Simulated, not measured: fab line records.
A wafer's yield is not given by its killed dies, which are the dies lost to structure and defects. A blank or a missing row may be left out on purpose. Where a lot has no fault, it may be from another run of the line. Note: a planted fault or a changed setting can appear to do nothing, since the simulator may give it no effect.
fab line records	flow nandHarc
[record] lots = 24	wafers = 72	lastDay = 24
route steps=1159 shown A_STAIRCASE@628
lots that met no fault: from a run of the same line without faults
startH: hours from the record's opening day to when the first of the lot's shown wafers began	waitH: how many hours have passed since the lot's step before this one	" identical to the entry in the row above	L1.1+2: several wafers, shown together as one row	- value missing, or start not given	* or withheld: withheld	< > ~ a bound
route shown NAME@n: NAME is a module with steps in the file, n the number in the route of the first one	usual: mean/standard deviation taken from wafers without a fault	same: alike in all rows	chamber/n: place in a boat	sites: readings site by site	_std_site: their standard deviation	_edge_site: outer sites' mean less inner sites'	radiusMm: for every site, how far away it sits from the centre of the wafer	mask NAME#n: copy n	behind: tool/chamber where the wafer was last shaped	hold: what put the lot on hold/how long, in hours/how the hold closed	device: whichever transistor did not switch (one of n, p or np)	end of line: at the end of the route, the tests of the same wafers	a step given without rows: its recipe and nothing more	killed: the dies lost at the first sort to structure and to defects; this is not the yield of the wafer	map: a wafer's dies, marking killed ones x, the rest . and places with no die _
set.NAME: setting as actually run; set.NAME@STEP: the setting as run at that earlier step	model.NAME: the simulator's own value behind a step, which no gauge read
one table for each step of the route and one row for each wafer, over a sample of lots
services: a tool's chamber out of use, with start hour (startH, from the record's first day; less than 0 if before it), hours out, and reason
[[steps]]
[step NHARC_A_STAIRCASE_ETCH_234]
[recipe] targetDepthA = 1000	timeS = 40.5	ionEnergyEv = 400	c4f8FlowSccm = 20	o2FlowSccm = 10	arFlowSccm = withheld	rfW = 600	biasW = 1000	chemistry = C4F8/O2
[usual] biasW = 1000.3/2.8	oesProductAu = 0.937/0.015	rfVppV = 896/6.7
lot.wafer	tool	chamber	startH	waitH	biasW	oesProductAu	rfHoursCounterH	rfVppV
L074.2	rieDiel-12	2	-	-	1004.3	0.938	9	890
L074.1	"	3	"	"	995.6	0.961	10	900
L074.5	"	1	"	"	999.7	0.928	-	905
L077.3	rieDiel-11	3	-	-	1001.6	0.931	23	888
L077.4	"	0	"	"	996.9	0.928	24	892
L077.6	"	1	"	"	1000.0	0.933	-	903
L075.3	rieDiel-05	0	-	-	1000.7	0.937	33	894
L075.2	"	2	"	"	1003.6	0.935	32	890
L075.5	"	1	"	"	1004.8	0.941	-	896
L078.2	rieDiel-05	1	-	-	999.3	0.945	36	895
L078.3	"	2	"	"	1001.0	0.930	37	891
L078.5	"	0	"	"	998.5	0.953	-	894
L076.4	rieDiel-12	0	-	-	1003.4	0.917	18	901
L076.2	"	3	"	"	1000.0	0.931	18	900
L076.5	"	0	"	"	998.4	0.925	-	901
L079.2	rieDiel-05	2	-	-	1000.4	0.932	41	890
L079.3	"	3	"	"	999.7	0.963	40	887
L079.6	"	2	"	"	1000.9	0.921	-	890
L081.4	rieDiel-05	3	-	-	1000.8	0.958	41	885
L081.2	"	0	"	"	1000.2	0.939	40	896
L081.1	"	2	"	"	998.9	0.928	42	890
L080.4	rieDiel-11	2	-	-	1001.1	0.922	33	904
L080.2	"	3	"	"	998.2	0.947	35	891
L080.6	"	0	"	"	1001.5	0.927	-	890
L082.3	rieDiel-12	1	-	-	997.0	0.930	29	905
L082.1	"	2	"	"	1000.6	0.934	29	889
L082.5	"	1	"	"	1003.1	0.936	-	904
L083.3	rieDiel-05	2	-	-	1003.9	0.957	49	890
L083.1	"	3	"	"	999.5	0.980	46	888
L083.5	"	3	"	"	998.3	0.971	-	888
L084.1	rieDiel-11	1	-	-	999.9	0.934	44	903
L084.2	"	2	"	"	1001.9	0.911	42	906
L084.6	"	0	"	"	998.0	0.937	-	891
L085.1	rieDiel-05	0	-	-	1000.6	0.936	50	895
L085.4	"	3	"	"	1003.2	0.950	50	887
L085.5	"	1	"	"	1000.1	0.926	-	895
L087.2	rieDiel-11	2	-	-	999.5	0.938	49	906
L087.4	"	0	"	"	1002.0	0.934	46	890
L087.5	"	3	"	"	998.6	0.959	-	888
L086.4	rieDiel-05	2	-	-	1003.7	0.932	57	890
L086.1	"	0	"	"	1003.3	0.943	52	895
L086.6	"	3	"	"	996.7	0.953	-	887
L088.2	rieDiel-12	3	-	-	1001.9	0.942	41	900
L088.3	"	0	"	"	1007.0	0.923	41	902
L088.6	"	3	"	"	1002.7	0.946	-	898
L090.3	rieDiel-12	0	-	-	1003.8	0.917	42	900
L090.1	"	2	"	"	1000.9	0.928	42	889
L090.6	"	0	"	"	1000.7	0.915	-	901
L089.1	rieDiel-12	3	-	-	998.3	0.938	44	899
L089.2	"	0	"	"	1001.0	0.906	44	901
L089.5	"	0	"	"	999.2	0.907	-	899
L091.1	rieDiel-12	1	-	-	1000.6	0.921	46	905
L091.4	"	3	"	"	1000.7	0.937	45	898
L091.6	"	0	"	"	996.0	0.907	-	901
L093.1	rieDiel-12	3	-	-	995.7	0.958	46	900
L093.2	"	1	"	"	1001.9	0.935	46	906
L093.6	"	2	"	"	1002.7	0.922	-	887
L092.4	rieDiel-11	2	-	-	1001.5	0.929	65	904
L092.1	"	0	"	"	998.5	0.942	60	891
L092.3	"	1	"	"	996.7	0.952	65	904
L096.2	rieDiel-05	1	-	-	1000.5	0.969	8	893
L096.5	"	3	"	"	998.5	0.929	-	906
L096.4	"	1	"	"	996.5	0.971	-	894
L094.4	rieDiel-12	2	-	-	1003.2	0.934	60	889
L094.1	"	3	"	"	1001.7	0.943	59	899
L094.6	"	1	"	"	994.9	0.943	-	905
L097.4	rieDiel-05	1	-	-	1000.6	0.962	10	893
L097.2	"	2	"	"	1002.5	0.925	10	889
L097.6	"	3	"	"	1000.5	0.954	-	908
L095.3	rieDiel-05	0	-	-	999.6	0.956	10	894
L095.1	"	2	"	"	995.7	0.930	13	889
L095.6	"	0	"	"	1002.8	0.969	-	894
[step NHARC_A_STAIRCASE_DESCUM_252]
[recipe] timeS = 3	o2FlowSccm = 200	arFlowSccm = 0	biasPowerW = 0	chemistry = O2
[usual] drypumpMotorCurrentA = 5.9/0.54	oesProductAu = 0.996/0.014	rfVppV = 57.6/0.89	showerheadPlenumPTorr = 1.90/0.11	throttleValvePct = 11.312/0.0088
lot.wafer	tool	chamber	startH	waitH	drypumpMotorCurrentA	oesProductAu	rfHoursCounterH	rfVppV	showerheadPlenumPTorr	throttleValvePct
L074.2	rieDiel-12	1	242.39	-	6.0	0.989	9	58.8	2.07	11.309
L074.1	"	3	"	"	5.5	1.027	11	57.5	1.98	11.302
L074.5	"	2	"	"	5.3	0.982	-	56.2	1.82	11.309
L077.4	rieDiel-05	3	257.42	-	6.5	1.012	33	56.9	1.78	11.315
L077.3	"	1	"	"	5.7	0.985	33	57.6	1.89	11.311
L077.6	"	2	"	"	6.1	0.983	-	58.1	1.83	11.301
L075.2	rieDiel-05	3	258.06	-	6.5	1.002	33	57.1	1.78	11.309
L075.3	"	0	"	"	4.7	0.989	33	57.1	1.89	11.309
L075.5	"	2	"	"	6.1	0.991	-	56.8	1.83	11.312
L078.2	rieDiel-05	0	267.81	-	4.8	1.003	37	57.3	1.89	11.318
L078.3	"	2	"	"	6.1	0.980	38	58.1	1.82	11.331
L078.5	"	0	"	"	4.7	0.995	-	57.2	1.89	11.313
L076.4	rieDiel-05	3	270.93	-	6.5	1.000	38	57.4	1.78	11.313
L076.2	"	0	"	"	4.7	0.992	38	58.3	1.89	11.304
L076.5	"	2	"	"	6.2	0.984	-	57.3	1.82	11.309
L079.2	rieDiel-05	2	279.88	-	6.1	0.983	42	57.5	1.82	11.312
L079.3	"	3	"	"	6.5	1.006	41	57.4	1.78	11.305
L079.6	"	1	"	"	5.7	0.988	-	56.5	1.89	11.288
L081.1	rieDiel-11	3	280.54	-	6.6	0.986	35	57.8	1.80	11.320
L081.4	"	1	"	"	5.7	1.012	34	58.8	2.05	11.315
L081.2	"	2	"	"	6.1	0.956	34	57.8	2.07	11.320
L080.2	rieDiel-05	1	281.82	-	5.7	0.990	42	56.5	1.89	11.319
L080.4	"	3	"	"	6.5	1.015	41	58.1	1.78	11.299
L080.6	"	1	"	"	5.7	0.986	-	57.3	1.89	11.300
L082.1	rieDiel-05	2	293.73	-	6.1	0.990	50	57.0	1.82	11.320
L082.3	"	3	"	"	6.5	1.014	47	57.7	1.78	11.311
L082.5	"	3	"	"	6.5	1.014	-	57.2	1.78	11.304
L083.1	rieDiel-05	0	295.40	-	4.7	0.999	47	57.4	1.89	11.320
L083.3	"	1	"	"	5.7	0.996	49	58.4	1.88	11.313
L083.5	"	0	"	"	4.7	0.995	-	59.8	1.89	11.307
L084.1	rieDiel-11	0	299.69	-	5.8	1.001	40	56.5	1.82	11.301
L084.2	"	2	"	"	6.1	0.985	42	57.8	2.06	11.315
L084.6	"	0	"	"	5.8	1.001	-	56.5	1.82	11.305
L085.1	rieDiel-05	0	313.06	-	4.8	0.991	50	58.1	1.89	11.319
L085.4	"	1	"	"	5.7	1.011	55	57.6	1.88	11.323
L085.5	"	0	"	"	4.8	0.994	-	57.5	1.89	11.322
L087.4	rieDiel-12	2	320.75	-	5.3	0.988	35	58.1	1.81	11.321
L087.2	"	0	"	"	6.1	0.993	34	58.1	1.99	11.322
L087.5	"	1	"	"	5.9	0.986	-	57.9	2.06	11.311
L086.1	rieDiel-11	0	321.38	-	5.8	1.005	46	58.3	1.81	11.326
L086.4	"	2	"	"	6.1	0.974	50	59.1	2.06	11.305
L086.6	"	1	"	"	5.6	1.019	-	57.6	2.04	11.316
L088.2	rieDiel-11	2	342.76	-	6.1	0.991	58	58.8	2.06	11.312
L088.3	"	1	"	"	5.7	1.011	60	58.5	2.04	11.314
L088.6	"	2	"	"	6.1	1.007	-	58.3	2.06	11.324
L090.1	rieDiel-12	0	343.34	-	6.1	0.982	43	57.9	1.99	11.322
L090.3	"	3	"	"	5.6	1.000	43	57.7	1.97	11.314
L090.6	"	0	"	"	6.1	0.972	-	56.7	1.99	11.322
L089.1	rieDiel-12	1	347.61	-	5.9	0.985	46	57.9	2.06	11.298
L089.2	"	2	"	"	5.3	0.987	46	56.4	1.81	11.304
L089.5	"	0	"	"	6.1	0.971	-	58.5	1.99	11.314
L091.1	rieDiel-05	3	349.78	-	6.5	1.012	0	59.1	2.08	11.328
L091.4	"	1	"	"	5.7	1.024	0	56.9	1.88	11.314
L091.6	"	3	"	"	6.5	1.006	-	57.5	2.08	11.307
L093.1	rieDiel-11	1	350.53	-	5.7	1.018	63	59.9	2.04	11.312
L093.2	"	2	"	"	6.1	0.987	61	60.5	2.06	11.310
L093.6	"	2	"	"	6.1	0.986	-	58.4	2.06	11.299
L092.1	rieDiel-05	2	359.55	-	6.1	0.960	3	56.5	1.81	11.315
L092.4	"	3	"	"	6.5	0.993	3	57.9	2.08	11.315
L092.3	"	0	"	"	4.7	1.003	2	57.0	1.88	11.319
L096.2	rieDiel-11	3	377.47	-	6.6	1.017	0	57.1	1.79	11.300
L096.4	"	0	"	"	5.8	0.990	0	57.7	1.81	11.313
L096.5	"	3	"	"	6.6	1.010	-	58.1	1.79	11.315
L094.4	rieDiel-11	0	380.22	-	5.8	0.988	1	58.3	1.81	11.320
L094.1	"	1	"	"	5.7	1.028	1	58.0	2.04	11.300
L094.6	"	0	"	"	5.7	0.981	-	56.9	1.81	11.316
L097.2	rieDiel-11	3	380.39	-	6.7	0.999	1	58.8	1.79	11.316
L097.4	"	1	"	"	5.6	1.022	1	57.3	2.04	11.321
L097.6	"	3	"	"	6.6	1.000	-	57.0	1.79	11.310
L095.1	rieDiel-12	1	390.99	-	5.9	0.987	1	57.5	2.06	11.317
L095.3	"	3	"	"	5.5	0.995	1	58.5	1.97	11.303
L095.6	"	1	"	"	5.9	0.994	-	58.3	2.06	11.324
[step NHARC_A_STAIRCASE_ETCH_294]
[recipe] targetDepthA = 49920	timeS = 1212.4	ionEnergyEv = 800	c4f8FlowSccm = 80	o2FlowSccm = 60	arFlowSccm = withheld	rfW = 600	biasW = 3000	chemistry = C4F8/O2/Ar
[usual] biasW = 2999/8.7	oesProductAu = 0.933/0.016	rfVppV = 1827/14
lot.wafer	tool	chamber	startH	waitH	biasW	oesProductAu	rfHoursCounterH	rfVppV
L074.1	rieDiel-12	3	-	-	3008	0.943	11	1837
L074.2	"	0	"	"	2991	0.915	11	1838
L074.5	"	1	"	"	2994	0.921	-	1847
L077.4	rieDiel-12	3	-	-	2998	0.939	16	1835
L077.3	"	1	"	"	2996	0.934	15	1845
L077.6	"	0	"	"	2999	0.911	-	1839
L075.2	rieDiel-11	1	-	-	3006	0.944	27	1844
L075.3	"	2	"	"	2995	0.916	26	1846
L075.5	"	1	"	"	3006	0.935	-	1844
L078.2	rieDiel-11	2	-	-	2980	0.915	32	1845
L078.3	"	3	"	"	3002	0.933	33	1811
L078.5	"	3	"	"	3015	0.929	-	1813
L076.4	rieDiel-12	1	-	-	2994	0.928	24	1846
L076.2	"	3	"	"	2997	0.956	23	1835
L076.5	"	1	"	"	3006	0.931	-	1846
L079.3	rieDiel-11	2	-	-	3004	0.915	37	1845
L079.2	"	3	"	"	3002	0.934	39	1811
L079.6	"	2	"	"	2998	0.919	-	1846
L081.2	rieDiel-12	2	-	-	3001	0.915	27	1814
L081.1	"	3	"	"	2984	0.935	26	1835
L081.4	"	0	"	"	3012	0.910	27	1835
L080.2	rieDiel-05	0	-	-	3002	0.932	44	1823
L080.4	"	2	"	"	2996	0.920	47	1815
L080.6	"	1	"	"	3009	0.922	-	1824
L082.1	rieDiel-11	0	-	-	3003	0.928	40	1815
L082.3	"	3	"	"	3005	0.934	42	1812
L082.5	"	0	"	"	2975	0.930	-	1813
L083.1	rieDiel-05	1	-	-	2984	0.933	50	1823
L083.3	"	2	"	"	3004	0.928	50	1815
L083.5	"	1	"	"	2991	0.944	-	1823
L084.2	rieDiel-12	2	-	-	3008	0.916	32	1813
L084.1	"	1	"	"	3001	0.919	32	1847
L084.6	"	2	"	"	3001	0.921	-	1813
L085.1	rieDiel-05	1	-	-	2983	0.944	56	1824
L085.4	"	3	"	"	2990	0.950	52	1809
L085.5	"	2	"	"	3003	0.923	-	1815
L087.4	rieDiel-05	3	-	-	2992	0.953	55	1809
L087.2	"	0	"	"	2992	0.936	54	1824
L087.5	"	0	"	"	3008	0.920	-	1824
L086.1	rieDiel-05	1	-	-	2992	0.952	59	1823
L086.4	"	0	"	"	2984	0.944	55	1824
L086.6	"	2	"	"	2989	0.909	-	1815
L088.3	rieDiel-11	3	-	-	3007	0.933	59	1812
L088.2	"	2	"	"	3009	0.928	60	1845
L088.6	"	3	"	"	2996	0.925	-	1810
L090.3	rieDiel-11	0	-	-	3016	0.926	57	1815
L090.1	"	1	"	"	2998	0.952	63	1842
L090.6	"	3	"	"	2993	0.920	-	1810
L089.1	rieDiel-11	2	-	-	3006	0.913	61	1845
L089.2	"	1	"	"	2994	0.950	63	1844
L089.5	"	2	"	"	3012	0.915	-	1847
L091.1	rieDiel-12	2	-	-	2990	0.929	49	1812
L091.4	"	1	"	"	2991	0.922	49	1845
L091.6	"	2	"	"	2998	0.930	-	1813
L093.1	rieDiel-05	3	-	-	2994	0.942	2	1848
L093.2	"	0	"	"	3005	0.964	2	1823
L093.6	"	2	"	"	3005	0.921	-	1813
L092.4	rieDiel-05	1	-	-	2994	0.973	4	1823
L092.3	"	2	"	"	3010	0.921	4	1814
L092.1	"	3	"	"	3008	0.935	4	1848
L096.4	rieDiel-05	0	-	-	3013	0.964	9	1823
L096.2	"	1	"	"	2992	0.975	11	1822
L096.5	"	0	"	"	2991	0.963	-	1822
L094.1	rieDiel-11	2	-	-	2984	0.925	3	1845
L094.4	"	3	"	"	2990	0.926	-	1812
L094.6	"	0	"	"	2997	0.910	-	1814
L097.2	rieDiel-05	0	-	-	3010	0.935	11	1823
L097.4	"	1	"	"	3017	0.939	13	1821
L097.6	"	0	"	"	3009	0.940	-	1824
L095.3	rieDiel-11	1	-	-	2985	0.933	5	1841
L095.1	"	2	"	"	3010	0.922	6	1845
L095.6	"	0	"	"	3000	0.925	-	1812
[step NHARC_A_STAIRCASE_ETCH_315]
[recipe] targetDepthA = 25000	timeS = 607.1	ionEnergyEv = 800	c4f8FlowSccm = 80	o2FlowSccm = 60	arFlowSccm = withheld	rfW = 600	biasW = 3000	chemistry = C4F8/O2/Ar
[usual] biasW = 3000/8.8	oesProductAu = 0.930/0.015	rfVppV = 1828/14
lot.wafer	tool	chamber	startH	waitH	biasW	oesProductAu	rfHoursCounterH	rfVppV
L074.2	rieDiel-12	0	-	-	3010	0.913	12	1837
L074.1	"	1	"	"	2991	0.926	12	1846
L074.5	"	0	"	"	3011	0.916	-	1838
L077.4	rieDiel-05	3	-	-	3009	0.936	37	1809
L077.3	"	0	"	"	2995	0.928	37	1824
L077.6	"	1	"	"	2999	0.922	-	1824
L075.2	rieDiel-11	3	-	-	2996	0.942	32	1811
L075.3	"	0	"	"	3005	0.927	28	1816
L075.5	"	3	"	"	3003	0.936	-	1811
L078.3	rieDiel-11	3	-	-	3015	0.930	35	1811
L078.2	"	2	"	"	3025	0.911	34	1847
L078.5	"	3	"	"	3000	0.930	-	1812
L076.2	rieDiel-12	0	-	-	3002	0.921	25	1837
L076.4	"	2	"	"	3005	0.930	25	1815
L076.5	"	0	"	"	2990	0.914	-	1837
L079.3	rieDiel-12	0	-	-	2996	0.922	29	1836
L079.2	"	3	"	"	2993	0.936	29	1834
L079.6	"	1	"	"	3000	0.913	-	1847
L081.1	rieDiel-11	1	-	-	2995	0.943	42	1843
L081.2	"	2	"	"	2994	0.907	40	1845
L081.4	"	3	"	"	2996	0.939	41	1811
L080.4	rieDiel-11	1	-	-	3009	0.934	43	1845
L080.2	"	0	"	"	2995	0.927	39	1815
L080.6	"	1	"	"	3007	0.939	-	1843
L082.1	rieDiel-05	0	-	-	2989	0.928	49	1824
L082.3	"	1	"	"	2998	0.923	53	1822
L082.5	"	3	"	"	3007	0.934	-	1810
L083.1	rieDiel-12	2	-	-	3006	0.919	33	1814
L083.3	"	3	"	"	3005	0.936	32	1835
L083.5	"	1	"	"	2994	0.919	-	1845
L084.1	rieDiel-11	3	-	-	3011	0.935	48	1813
L084.2	"	1	"	"	2999	0.949	49	1842
L084.6	"	2	"	"	2995	0.922	-	1845
L085.1	rieDiel-11	3	-	-	2991	0.940	50	1811
L085.4	"	1	"	"	3009	0.946	51	1844
L085.5	"	2	"	"	2996	0.916	-	1846
L087.2	rieDiel-05	1	-	-	3003	0.932	60	1823
L087.4	"	2	"	"	3001	0.914	62	1814
L087.5	"	1	"	"	2997	0.933	-	1823
L086.1	rieDiel-12	3	-	-	2992	0.935	39	1835
L086.4	"	0	"	"	2991	0.909	39	1836
L086.6	"	3	"	"	2992	0.932	-	1834
L088.3	rieDiel-05	0	-	-	2988	0.956	1	1824
L088.2	"	3	"	"	2993	0.942	1	1848
L088.6	"	1	"	"	2989	0.970	-	1823
L090.3	rieDiel-05	3	-	-	3006	0.927	1	1847
L090.1	"	2	"	"	3001	0.898	1	1814
L090.6	"	0	"	"	2990	0.941	-	1824
L089.2	rieDiel-05	3	-	-	2987	0.961	2	1846
L089.1	"	1	"	"	2990	0.962	2	1822
L089.5	"	3	"	"	3003	0.957	-	1845
L091.1	rieDiel-12	0	-	-	2998	0.900	50	1835
L091.4	"	2	"	"	2998	0.915	52	1812
L091.6	"	0	"	"	3020	0.897	-	1835
L093.1	rieDiel-05	0	-	-	2993	0.937	3	1823
L093.2	"	2	"	"	2996	0.912	3	1817
L093.6	"	0	"	"	2995	0.937	-	1824
L092.3	rieDiel-05	2	-	-	2999	0.901	7	1815
L092.1	"	3	"	"	2981	0.936	7	1847
L092.4	"	0	"	"	2992	0.952	7	1824
L096.4	rieDiel-11	0	-	-	2997	0.924	4	1814
L096.2	"	2	"	"	3024	0.935	4	1845
L096.5	"	3	"	"	2992	0.939	-	1810
L094.4	rieDiel-05	2	-	-	2998	0.909	15	1814
L094.1	"	0	"	"	2994	0.942	13	1823
L094.6	"	3	"	"	2997	0.943	-	1846
L097.4	rieDiel-05	1	-	-	3004	0.946	16	1823
L097.2	"	3	"	"	3003	0.949	15	1845
L097.6	"	1	"	"	3006	0.949	-	1821
L095.3	rieDiel-12	3	-	-	2996	0.920	7	1832
L095.1	"	0	"	"	2990	0.920	9	1836
L095.6	"	2	"	"	3001	0.941	-	1812
[step NHARC_A_STAIRCASE_DEP_417]
[recipe] targetThkA = 600	stepCoveragePct = 20	tempC = 400	targetThkNm = 60	flowSccm = 200	rfW = 450	material = Si3N4
[usual] heaterPowerOuterW = 433/63	heaterPowerW = 725/110
lot.wafer	tool	chamber	startH	waitH	heaterPowerOuterW	heaterPowerW
L074.1	pecvd-02	0	255.57	-	387	703
L074.2	"	1	"	"	484	766
L074.5	"	0	"	"	391	703
L077.3	pecvd-02	0	271.54	-	450	786
L077.6	"	0	"	"	448	810
L077.4	"	1	"	"	413	676
L075.2	pecvd-02	0	273.85	-	435	748
L075.3	"	1	"	"	451	720
L075.5	"	2	"	"	542	918
L078.2	pecvd-01	0	282.63	-	509	814
L078.3	"	1	"	"	367	632
L078.5	"	1	"	"	360	638
L076.2	pecvd-01	0	287.15	-	462	758
L076.5	"	1	"	"	339	580
L076.4	"	0	"	"	474	751
L079.2	pecvd-01	2	296.81	-	323	480
L079.3	"	1	"	"	366	638
L079.6	"	0	"	"	466	787
L081.1	pecvd-02	2	298.04	-	544	894
L081.2	"	0	"	"	489	837
L081.4	"	2	"	"	535	904
L080.2	pecvd-02	0	300.32	-	391	723
L080.6	"	0	"	"	394	723
L080.4	"	2	"	"	481	825
L082.3	pecvd-03	2	313.09	-	408	683
L082.1	"	0	"	"	465	792
L082.5	"	0	"	"	462	806
L083.3	pecvd-03	2	315.97	-	376	622
L083.1	"	0	"	"	420	737
L083.5	"	2	"	"	385	638
L084.2	pecvd-01	1	320.97	-	362	618
L084.1	"	2	"	"	373	572
L084.6	"	1	"	"	367	618
L085.1	pecvd-02	2	326.14	-	488	830
L085.4	"	1	"	"	422	665
L085.5	"	0	"	"	445	799
L087.2	pecvd-01	1	335.82	-	323	574
L087.5	"	2	"	"	399	571
L087.4	"	1	"	"	340	578
L086.1	pecvd-03	0	339.90	-	498	839
L086.6	"	1	"	"	453	836
L086.4	"	2	"	"	460	719
L088.2	pecvd-01	2	356.49	-	401	589
L088.3	"	0	"	"	541	809
L088.6	"	2	"	"	402	593
L090.1	pecvd-01	0	357.68	-	542	873
L090.3	"	1	"	"	370	652
L090.6	"	0	"	"	525	885
L089.1	pecvd-02	2	361.97	-	492	848
L089.2	"	0	"	"	409	760
L089.5	"	2	"	"	491	846
L091.1	pecvd-01	1	363.73	-	359	611
L091.6	"	0	"	"	569	937
L091.4	"	2	"	"	376	547
L093.1	pecvd-02	2	364.65	-	531	893
L093.2	"	0	"	"	449	825
L093.6	"	2	"	"	530	914
L092.3	pecvd-01	2	376.10	-	328	506
L092.1	"	0	"	"	532	884
L092.4	"	1	"	"	349	630
L096.2	pecvd-01	2	390.82	-	336	507
L096.5	"	2	"	"	340	515
L096.4	"	1	"	"	384	651
L094.1	pecvd-03	1	395.00	-	422	804
L094.6	"	0	"	"	447	762
L094.4	"	1	"	"	422	787
L097.2	pecvd-03	0	396.17	-	409	727
L097.4	"	1	"	"	445	825
L097.6	"	2	"	"	399	690
L095.3	pecvd-03	1	406.41	-	446	823
L095.1	"	2	"	"	469	750
L095.6	"	0	"	"	428	769
[step NHARC_A_STAIRCASE_DEP_325]
[recipe] targetThkA = 38000	tempC = 400	targetThkNm = 3800	teosFlowSccm = 200	rfW = 500	material = SiO2
[usual] heaterPowerOuterW = 381/63	heaterPowerW = 663/100
lot.wafer	tool	chamber	startH	waitH	heaterPowerOuterW	heaterPowerW
L074.1	pecvd-03	0	282.02	0.1	401	703
L074.2	"	1	"	"	374	724
L074.5	"	1	"	"	320	642
L075.2	pecvd-02	1	299.58	0.2	369	609
L075.3	"	2	"	"	508	851
L075.5	"	0	"	"	357	663
L077.4	pecvd-01	2	299.84	0.5	303	457
L077.3	"	0	"	"	437	722
L077.6	"	0	"	"	434	707
L078.2	pecvd-02	0	313.23	0.2	403	730
L078.3	"	1	"	"	447	737
L078.5	"	1	"	"	356	613
L076.2	pecvd-01	0	313.35	0.3	542	865
L076.4	"	2	"	"	311	458
L076.5	"	2	"	"	310	459
L081.2	pecvd-02	0	325.52	0.1	379	712
L081.1	"	2	"	"	472	838
L081.4	"	2	"	"	390	721
L079.3	pecvd-01	1	325.64	0.2	299	534
L079.2	"	0	"	"	559	892
L079.6	"	0	"	"	437	712
L080.2	pecvd-03	0	325.85	0.4	478	812
L080.6	"	0	"	"	361	662
L080.4	"	1	"	"	322	666
L082.3	pecvd-03	2	343.56	0.1	369	605
L082.1	"	1	"	"	405	792
L082.5	"	1	"	"	332	672
L083.3	pecvd-01	2	343.65	0.2	324	493
L083.1	"	0	"	"	469	750
L083.5	"	1	"	"	274	511
L084.1	pecvd-02	1	349.48	0.2	448	723
L084.2	"	2	"	"	431	789
L084.6	"	1	"	"	353	593
L085.1	pecvd-02	2	353.86	0.3	448	817
L085.4	"	0	"	"	349	670
L085.5	"	2	"	"	396	730
L086.1	pecvd-01	0	365.20	0.1	468	752
L086.4	"	0	"	"	418	706
L086.6	"	1	"	"	267	496
L087.2	pecvd-03	2	365.34	0.2	414	701
L087.4	"	2	"	"	339	590
L087.5	"	1	"	"	329	676
L088.3	pecvd-01	0	384.67	0.1	521	832
L088.2	"	2	"	"	368	553
L088.6	"	0	"	"	435	719
L090.1	pecvd-03	1	384.77	0.2	339	651
L090.3	"	2	"	"	378	636
L090.6	"	2	"	"	340	589
L093.2	pecvd-01	1	390.08	0.1	351	614
L093.1	"	0	"	"	505	791
L093.6	"	1	"	"	265	507
L091.1	pecvd-02	2	390.17	0.2	530	901
L091.6	"	1	"	"	364	585
L091.4	"	0	"	"	346	658
L089.2	pecvd-03	2	390.27	0.3	424	693
L089.1	"	0	"	"	450	759
L089.5	"	0	"	"	354	652
L092.1	pecvd-01	0	406.53	0.1	533	844
L092.3	"	1	"	"	369	624
L092.4	"	1	"	"	266	512
L096.2	pecvd-03	2	419.64	0.3	412	693
L096.4	"	1	"	"	327	686
L096.5	"	2	"	"	329	588
L097.2	pecvd-03	0	423.76	0.3	383	696
L097.4	"	2	"	"	346	585
L097.6	"	0	"	"	354	657
L094.1	pecvd-02	0	423.88	0.4	357	703
L094.4	"	1	"	"	356	589
L094.6	"	0	"	"	347	663
L095.3	pecvd-02	0	433.71	0.2	446	808
L095.1	"	1	"	"	438	696
L095.6	"	1	"	"	351	591
[[services]]
tool	chamber	startH	hours	kind
rieDiel-05	0	221.76	-	clean
rieDiel-05	1	221.76	-	clean
rieDiel-05	2	221.76	-	clean
pecvd-03	-	236.09	0.7	repair
pecvd-01	-	237.05	13.0	pm
pecvd-03	1	238.70	23.4	repair
rieDiel-11	2	242.83	4.5	repair
pecvd-02	-	251.24	3.0	repair
rieDiel-11	0	259.02	6.5	repair
pecvd-01	-	290.37	2.0	repair
pecvd-03	-	292.90	13.0	pm
pecvd-01	1	297.26	19.5	repair
pecvd-02	-	329.52	1.4	repair
pecvd-02	-	334.00	13.0	pm
rieDiel-05	-	340.65	9.0	pm
pecvd-03	0	362.61	15.2	repair
rieDiel-11	-	366.55	9.0	pm
rieDiel-05	0	372.58	1.2	repair
rieDiel-12	-	379.53	9.0	pm
rieDiel-11	1	383.84	2.7	repair
pecvd-02	-	390.66	1.6	repair
pecvd-03	-	407.82	2.8	repair
rieDiel-12	0	411.76	5.7	repair
pecvd-01	-	418.05	13.0	pm
[[key]]
fault none
